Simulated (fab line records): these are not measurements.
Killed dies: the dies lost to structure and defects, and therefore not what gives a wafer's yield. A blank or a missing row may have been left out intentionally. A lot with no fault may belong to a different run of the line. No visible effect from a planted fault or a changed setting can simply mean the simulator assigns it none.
fab line records	flow n5_finfet
record lots=7	wafers=19	last_day=17
route steps=1938 shown BEOL_M15@1808
lots untouched by any fault: they come from a run of this same line in which no faults occurred
start_h: the number of hours between the record's first day and the start of the first shown wafer of the lot	wait_h: time in hours since the lot's previous step	" the same as in the row above	L1.1+2: a single row standing in for several wafers	- no value present, or no start provided	* or withheld: withheld	< > ~ a bound
route shown NAME@n: a module of which the file shows steps, and the number in the route of the first	usual: the fault-free wafers' mean and standard deviation	same: alike in all rows	chamber/n: place in a boat	sites: per-site readings	_std_site: standard deviation of those values	_edge_site: the outer-site mean with the inner-site mean subtracted	radius_mm: for every site, how far away it sits from the centre of the wafer	mask NAME#n: copy n	behind: the tool/chamber that last shaped the wafer	hold: reason for holding the lot/hours on hold/outcome of the hold	device: names the non-switching transistor (n, p or np)	end of line: tests of these same wafers at the route's end	for a step that has no rows: nothing shown but its recipe	killed: count of dies lost to structure and defects at first sort (not the wafer's yield)	map: shows each die of a wafer: x if killed, . if not, _ if none is there
set.NAME: the setting the step ran with; set.NAME@STEP: the setting that earlier step ran with	model.NAME: the simulator's own value behind a step, which no gauge read
lots seen at some steps along the route; tables by step, rows by wafer
services: a tool's chamber out of use, with start hour (start_h, from the record's first day; less than 0 if before it), hours out, and reason
## steps
# step N5_BEOL_M15_ETCH_61
# recipe chemistry=N2/H2	target=BARC	target_depth_a=890	overetch_a=267	time_s=67.9	ion_energy_ev=200	pressure_mtorr=30	source_w=840	bias_w=150	n2_flow_sccm=200	h2_flow_sccm=200
# step N5_BEOL_M15_TRENCH_ETCH_34
# recipe chemistry=C4F8/O2/Ar	target=SiO2	target_depth_a=8729.3	he_inner_torr=15	he_outer_torr=30	time_s=199	ion_energy_ev=800	pressure_mtorr=20	source_w=1905	bias_w=2040	Ar_flow_sccm=400	C4F8_flow_sccm=16	O2_flow_sccm=12
# usual bias_w=2040/6	drypump_motor_current_A=5.6/0.41	oes_product_au=0.78/0.065	rf_vpp_V=2186/59	showerhead_plenum_p_Torr=3.43/0.12	throttle_valve_pct=30.82/0.21
lot.wafer	tool	chamber	start_h	wait_h	bias_w	drypump_motor_current_A	oes_product_au	rf_hours_counter_h	rf_vpp_V	showerhead_plenum_p_Torr	throttle_valve_pct
L434.3	rie_diel-06	0	254.60	0.0	2049	5.7	0.90	38	2247	3.50	30.77
L434.5	"	0	"	"	2046	5.7	0.91	-	2248	3.50	30.77
L434.6	"	3	"	"	2036	5.9	0.78	-	2122	3.19	30.69
L437.3	rie_diel-05	2	281.21	0.0	2041	5.1	0.81	98	2267	3.58	30.74
L437.4	"	0	"	"	2047	6.0	0.80	99	2237	3.45	30.67
L437.5	"	1	"	"	2047	5.9	0.84	-	2172	3.52	31.43
L442.1	rie_diel-02	0	304.05	0.0	2042	5.0	0.71	207	2280	3.43	31.06
L442.3	"	2	"	"	2044	5.9	0.68	239	2140	3.37	30.97
L442.6	"	0	"	"	2039	5.0	0.71	-	2282	3.43	31.06
L444.2	rie_diel-05	2	310.18	0.0	2033	5.1	0.79	105	2266	3.57	30.77
L444.6	"	1	"	"	2045	5.9	0.82	-	2171	3.51	31.42
L445.2	rie_diel-02	1	331.19	0.0	2050	6.1	0.73	192	2120	3.31	30.71
L445.6	"	3	"	"	2049	5.5	0.70	-	2161	3.54	30.86
L448.1	rie_diel-06	3	350.67	0.0	2048	5.9	0.75	188	2121	3.17	30.70
L448.2	"	0	"	"	2041	5.7	0.84	69	2246	3.48	30.80
L448.3	"	2	"	"	2040	5.4	0.78	145	2178	3.57	30.75
L455.1	rie_diel-02	3	392.74	0.0	2035	5.5	0.69	216	2161	3.53	30.88
L455.5	"	2	"	"	2035	5.9	0.95	-	2137	3.36	30.45
L455.6	"	3	"	"	2033	5.5	0.68	-	2160	3.53	30.89
# step N5_BEOL_M15_STRIP_36
# recipe chemistry=O2	power_w=600	temp_c=60	pressure_mtorr=30	rf_frequency_hz=6e+07	bias_power_w=0	overash_fraction=0.3	o2_flow_sccm=225
# step N5_BEOL_M15_STRIP_62
# recipe chemistry=O2	power_w=600	temp_c=60	pressure_mtorr=30	rf_frequency_hz=6e+07	bias_power_w=0	overash_fraction=0.3	o2_flow_sccm=225
# usual drypump_motor_current_A=5.5/0.41	oes_product_au=0.79/0.058	rf_vpp_V=3.6/0.45	showerhead_plenum_p_Torr=2.10/0.087	throttle_valve_pct=16.60/0.16
lot.wafer	tool	chamber	start_h	wait_h	drypump_motor_current_A	oes_product_au	rf_hours_counter_h	rf_vpp_V	showerhead_plenum_p_Torr	throttle_valve_pct
L434.3	rie_diel-06	0	-	-	5.6	0.91	39	3.3	2.11	16.34
L434.5	"	3	"	"	5.9	0.77	-	3.6	1.92	16.37
L434.6	"	0	"	"	5.7	0.90	-	3.9	2.11	16.32
L437.3	rie_diel-02	2	-	-	5.9	0.71	232	3.1	2.05	16.80
L437.4	"	3	"	"	5.5	0.72	180	4.0	2.16	16.67
L437.5	"	3	"	"	5.5	0.72	-	4.1	2.16	16.69
L442.1	rie_diel-05	0	-	-	6.1	0.79	107	4.2	2.10	16.60
L442.3	"	1	"	"	5.8	0.84	78	4.3	2.14	16.74
L442.6	"	2	"	"	5.1	0.79	-	3.6	2.21	16.59
L444.2	rie_diel-06	2	-	-	5.4	0.79	133	3.3	2.22	16.77
L444.6	"	3	"	"	5.9	0.76	-	3.2	1.92	16.41
L445.2	rie_diel-02	3	-	-	5.5	0.71	196	4.6	2.16	16.71
L445.6	"	2	"	"	5.9	0.68	-	2.8	2.04	16.83
L448.1	rie_diel-05	2	-	-	5.1	0.78	117	3.7	2.20	16.60
L448.2	"	3	"	"	5.2	0.78	98	4.3	2.12	16.67
L448.3	"	1	"	"	5.9	0.81	92	3.6	2.13	16.78
L455.1	rie_diel-05	3	-	-	5.2	0.76	113	3.4	2.12	16.69
L455.5	"	2	"	"	5.1	0.76	-	4.1	2.20	16.64
L455.6	"	1	"	"	5.8	0.81	-	3.4	2.13	16.80
# step N5_BEOL_M15_STRIP_37
# recipe chemistry=O2	power_w=600	temp_c=60	pressure_mtorr=30	rf_frequency_hz=6e+07	bias_power_w=0	overash_fraction=0.3	o2_flow_sccm=225
# step N5_BEOL_M15_ETCH_38
# recipe chemistry=CF4/N2	target=SiCN	target_depth_a=1064	taper_deg=2	time_s=120.5	ion_energy_ev=150	mask_material=SiO2	pressure_mtorr=40	source_w=430	bias_w=70	Ar_flow_sccm=100	cf4_flow_sccm=60	n2_flow_sccm=60
# usual bias_w=69.96/0.2	drypump_motor_current_A=5.5/0.41	n2_flow_sccm=59.99/0.17	oes_product_au=0.79/0.058	rf_vpp_V=382.4/2.1	showerhead_plenum_p_Torr=2.21/0.08	throttle_valve_pct=15.36/0.12
lot.wafer	tool	chamber	start_h	wait_h	bias_w	drypump_motor_current_A	n2_flow_sccm	oes_product_au	rf_hours_counter_h	rf_vpp_V	showerhead_plenum_p_Torr	throttle_valve_pct
L434.3	rie_diel-06	0	-	-	70.01	5.6	60.27	0.89	39	383.7	2.25	15.23
L434.5	"	3	"	"	70.17	5.9	60.15	0.77	-	378.1	2.04	15.22
L434.6	"	0	"	"	69.92	5.7	59.96	0.90	-	384.8	2.25	15.24
L437.3	rie_diel-02	2	-	-	70.41	5.9	59.79	0.69	232	382.1	2.16	15.55
L437.4	"	3	"	"	69.70	5.5	59.89	0.72	180	384.0	2.28	15.50
L437.5	"	3	"	"	69.62	5.5	60.05	0.71	-	384.2	2.28	15.50
L442.1	rie_diel-05	0	-	-	69.86	6.1	60.08	0.78	107	381.5	2.21	15.37
L442.3	"	1	"	"	70.08	5.9	60.08	0.83	78	382.5	2.25	15.47
L442.6	"	2	"	"	69.96	5.1	59.97	0.79	-	383.7	2.30	15.24
L444.2	rie_diel-06	2	-	-	69.84	5.4	59.85	0.79	133	384.1	2.30	15.38
L444.6	"	3	"	"	69.67	5.9	59.95	0.77	-	379.4	2.03	15.23
L445.2	rie_diel-02	3	-	-	70.21	5.5	59.91	0.71	196	384.5	2.27	15.54
L445.6	"	2	"	"	70.04	5.9	59.96	0.68	-	380.9	2.15	15.59
L448.1	rie_diel-05	2	-	-	70.07	5.1	59.90	0.80	117	384.6	2.30	15.28
L448.2	"	3	"	"	69.77	5.2	59.96	0.77	98	382.0	2.23	15.38
L448.3	"	1	"	"	70.12	5.8	60.08	0.81	92	382.3	2.24	15.49
L455.1	rie_diel-05	3	-	-	70.21	5.2	60.02	0.76	113	382.6	2.22	15.39
L455.5	"	2	"	"	70.04	5.1	60.25	0.77	-	383.6	2.29	15.32
L455.6	"	1	"	"	70.00	5.9	60.20	0.80	-	383.1	2.24	15.54
# step N5_BEOL_M15_PRECLEAN_39
# recipe chemistry=residue_remover	time_s=60	temp_c=40
# step N5_BEOL_M15_SRD_40
# recipe time_s=30	temp_c=23	rinse_liquid=diw	dry=n2_spin	spin_rpm=1500	dry_time_s=30
# step N5_BEOL_M15_DEGAS_41
# recipe ambient=vacuum	temp_c=300	time_s=60
# usual heater_power_w=448/53
lot.wafer	tool	chamber	start_h	wait_h	heater_power_w
L434.3	pvd_sputter-01	-	255.74	0.1	491
L434.5	"	-	"	"	424
L434.6	"	-	"	"	411
L437.3	pvd_sputter-01	-	281.87	0.1	411
L437.4	"	-	"	"	513
L437.5	"	-	"	"	410
L442.1	pvd_sputter-01	-	305.23	0.2	424
L442.3	"	-	"	"	502
L442.6	"	-	"	"	400
L444.2	pvd_sputter-01	-	314.79	0.2	418
L444.6	"	-	"	"	425
L445.2	pvd_sputter-01	-	339.89	0.2	416
L445.6	"	-	"	"	492
L448.1	pvd_sputter-03	-	353.12	0.4	424
L448.2	"	-	"	"	607
L448.3	"	-	"	"	421
L455.1	pvd_sputter-03	-	399.68	0.3	481
L455.5	"	-	"	"	431
L455.6	"	-	"	"	595
# step N5_BEOL_M15_PRE_CLEAN_42
# recipe gas=H2/He	time_s=30	temp_c=300
# step N5_BEOL_M15_SPUTTER_43
# recipe material=TaN	target_thk_a=150	temp_c=50	bias_v=168.6	power_w=15000	chamber_pressure_pa=0.12	time_s=24.19
# usual throttle_valve_pct=29.7/0.91
lot.wafer	tool	chamber	start_h	wait_h	throttle_valve_pct
L434.3	pvd_sputter-01	-	255.82	0.0	28.7
L434.5	"	-	"	"	30.6
L434.6	"	-	"	"	30.2
L437.3	pvd_sputter-01	-	281.95	0.0	30.0
L437.4	"	-	"	"	30.1
L437.5	"	-	"	"	30.3
L442.1	pvd_sputter-01	-	305.31	0.0	30.6
L442.3	"	-	"	"	30.0
L442.6	"	-	"	"	30.2
L444.2	pvd_sputter-01	-	314.87	0.0	30.7
L444.6	"	-	"	"	30.8
L445.2	pvd_sputter-01	-	339.97	0.0	30.2
L445.6	"	-	"	"	30.1
L448.1	pvd_sputter-03	-	353.20	0.0	30.6
L448.2	"	-	"	"	27.5
L448.3	"	-	"	"	29.9
L455.1	pvd_sputter-03	-	399.76	0.0	29.6
L455.5	"	-	"	"	29.6
L455.6	"	-	"	"	27.9
# step N5_BEOL_M15_SPUTTER_44
# recipe material=Ta	target_thk_a=150	temp_c=50	bias_v=80	power_w=15000	chamber_pressure_pa=0.07	time_s=24.19
# usual throttle_valve_pct=29.7/0.91
lot.wafer	tool	chamber	start_h	wait_h	throttle_valve_pct	model.Ta_of_BEOL_M15_SPUTTER_44.thk_nm
L434.3	pvd_sputter-01	-	255.90	0.0	28.7	14.8
L434.5	"	-	"	"	30.7	15.2
L434.6	"	-	"	"	30.2	14.8
L437.3	pvd_sputter-01	-	282.03	0.0	30.1	14.8
L437.4	"	-	"	"	29.9	15
L437.5	"	-	"	"	30.1	14.8
L442.1	pvd_sputter-01	-	305.39	0.0	30.8	14.8
L442.3	"	-	"	"	30.1	14.8
L442.6	"	-	"	"	30.0	19.8
L444.2	pvd_sputter-01	-	314.95	0.0	30.8	14.8
L444.6	"	-	"	"	30.6	20
L445.2	pvd_sputter-01	-	340.05	0.0	30.5	14.8
L445.6	"	-	"	"	30.1	20
L448.1	pvd_sputter-03	-	353.28	0.0	30.7	15
L448.2	"	-	"	"	27.4	14.8
L448.3	"	-	"	"	29.8	15
L455.1	pvd_sputter-03	-	399.84	0.0	29.8	15.4
L455.5	"	-	"	"	29.6	15
L455.6	"	-	"	"	27.7	15
# step N5_BEOL_M15_SPUTTER_45
# recipe material=Cu	target_thk_a=1000	temp_c=-20	bias_v=60	power_w=26000	chamber_pressure_pa=0.13	time_s=16.67
# step N5_BEOL_M15_ECD_47
# recipe material=Cu	target_thk_a=18600
# step N5_BEOL_M15_ANNEAL_48
# recipe temp_c=225	time_s=90	ambient=N2
# step N5_BEOL_M15_CMP_49
# recipe stop_on=SiO2	t_overpolish_s=4.9	down_force_psi=2	platen_rpm=80	clearing_platen_down_force_psi=2	clearing_platen_rpm=80	post_cmp_clean=cu_alkaline	target_thk_nm=850	clearing_platen_pad_velocity_m_s=1.5917	pad_velocity_m_s=1.5917
# usual barrier_field_endpoint_s=11.33/0.28	clearing_platen_down_force_psi=2.000/0.0037	edge_zone_pressure_frac=1.000/0.0056	motor_current_A=8.7/1.3	platen_rpm=80.01/0.056
lot.wafer	tool	chamber	start_h	wait_h	barrier_field_endpoint_s	clearing_platen_down_force_psi	edge_zone_pressure_frac	motor_current_A	platen_rpm
L434.3	cmp-03	3	257.52	0.3	10.85	1.999	0.999	7.6	80.01
L434.6	"	0	"	"	11.37	2.004	1.004	7.3	79.97
L434.5	"	1	"	"	11.15	1.996	0.997	10.9	80.09
L437.3	cmp-02	1	282.82	0.2	11.24	2.005	0.998	9.9	80.10
L437.4	"	3	"	"	11.05	1.994	0.997	9.0	80.05
L437.5	"	1	"	"	11.26	2.004	0.999	9.5	80.00
L442.3	cmp-02	0	307.61	0.2	11.07	1.997	0.996	8.3	80.01
L442.1	"	3	"	"	11.45	2.000	1.004	8.8	79.94
L442.6	"	0	"	"	13.41	2.001	0.998	8.1	79.96
L444.2	cmp-02	0	315.97	0.2	11.47	2.003	1.000	8.8	80.01
L444.6	"	3	"	"	13.68	2.002	1.004	9.6	80.00
L445.2	cmp-02	3	341.49	0.3	11.68	1.997	0.997	9.2	80.05
L445.6	"	0	"	"	13.22	2.001	1.004	8.5	80.10
L448.3	cmp-03	1	354.02	0.2	11.15	1.998	0.992	10.9	79.91
L448.2	"	2	"	"	11.11	1.990	0.996	8.2	79.97
L448.1	"	3	"	"	10.83	1.999	1.004	6.9	80.04
L455.1	cmp-03	1	400.98	0.3	11.67	2.007	0.999	11.9	79.98
L455.5	"	0	"	"	11.95	2.000	0.993	7.2	80.00
L455.6	"	1	"	"	11.35	2.002	0.997	11.2	80.03
# step N5_BEOL_M15_THK_MEAS_50
# recipe thk_meas_gauge=xrf	reads=Cu_of_BEOL_M15_ECD_47
# usual M15_THK=843/20
lot.wafer	tool	chamber	start_h	wait_h	M15_THK[nm]
L434.3	film_metro-01	-	257.70	-	844
L434.5	"	-	"	"	851
L434.6	"	-	"	"	857
L437.3	film_metro-02	-	283.08	-	869
L437.4	"	-	"	"	846
L437.5	"	-	"	"	855
L442.1	film_metro-01	-	307.90	-	836
L442.3	"	-	"	"	806
L442.6	"	-	"	"	832
L444.2	film_metro-02	-	316.23	-	849
L444.6	"	-	"	"	837
L445.2	film_metro-02	-	341.67	-	842
L445.6	"	-	"	"	817
L448.1	film_metro-02	-	354.31	-	841
L448.2	"	-	"	"	834
L448.3	"	-	"	"	883
L455.1	film_metro-01	-	401.24	-	826
L455.5	"	-	"	"	834
L455.6	"	-	"	"	822
## services
tool	chamber	start_h	hours	kind
rie_diel-06	1	237.52	-	clean
rie_diel-06	1	237.52	-	consumable_replace:focus_ring
rie_diel-06	3	272.94	8.2	repair
rie_diel-05	2	292.50	6.9	repair
cmp-03	-	297.03	4.0	pm
cmp-02	-	313.26	1.4	repair
cmp-03	-	328.25	0.4	repair
rie_diel-06	3	335.24	4.3	repair
pvd_sputter-01	-	342.33	3.2	repair
rie_diel-02	2	345.20	-	clean
rie_diel-02	2	345.20	-	consumable_replace:focus_ring
rie_diel-02	2	345.20	14.0	scheduled_down
rie_diel-02	2	345.20	14.0	vent_cycle
rie_diel-06	1	347.84	8.6	repair
rie_diel-06	-	358.55	0.9	repair
rie_diel-05	1	359.64	5.6	repair
cmp-02	-	364.50	3.0	repair
rie_diel-05	-	365.21	1.2	repair
cmp-03	-	367.11	5.4	pm
cmp-03	-	375.54	6.6	repair
pvd_sputter-01	-	383.35	4.8	repair
pvd_sputter-01	-	391.72	2.1	repair
rie_diel-06	-	399.62	14.6	pm
rie_diel-05	1	400.40	3.8	repair
## key
first_sign step=N5_BEOL_M15_CMP_49	reading=barrier_field_endpoint_s	direction=up	sigmas=7.6	usual=11.33	struck=13.44
effect none on later readings
model_effect step=N5_BEOL_M15_SPUTTER_44	value=Ta_of_BEOL_M15_SPUTTER_44.thk_nm	without=14.8	struck=19.93
met_at N5_BEOL_M15_SPUTTER_44
struck_wafers L442.6,L444.6,L445.6
onset_between 282.03 305.39
fault kind=process_parameter_drift	tool=pvd_sputter-01	chamber=-	onset_h=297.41	steps=N5_BEOL_M15_SPUTTER_44	channel=time_s	offset=*	shape=step	end_h=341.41	scope=struck_wafers_only	acts_in=*	stated=*
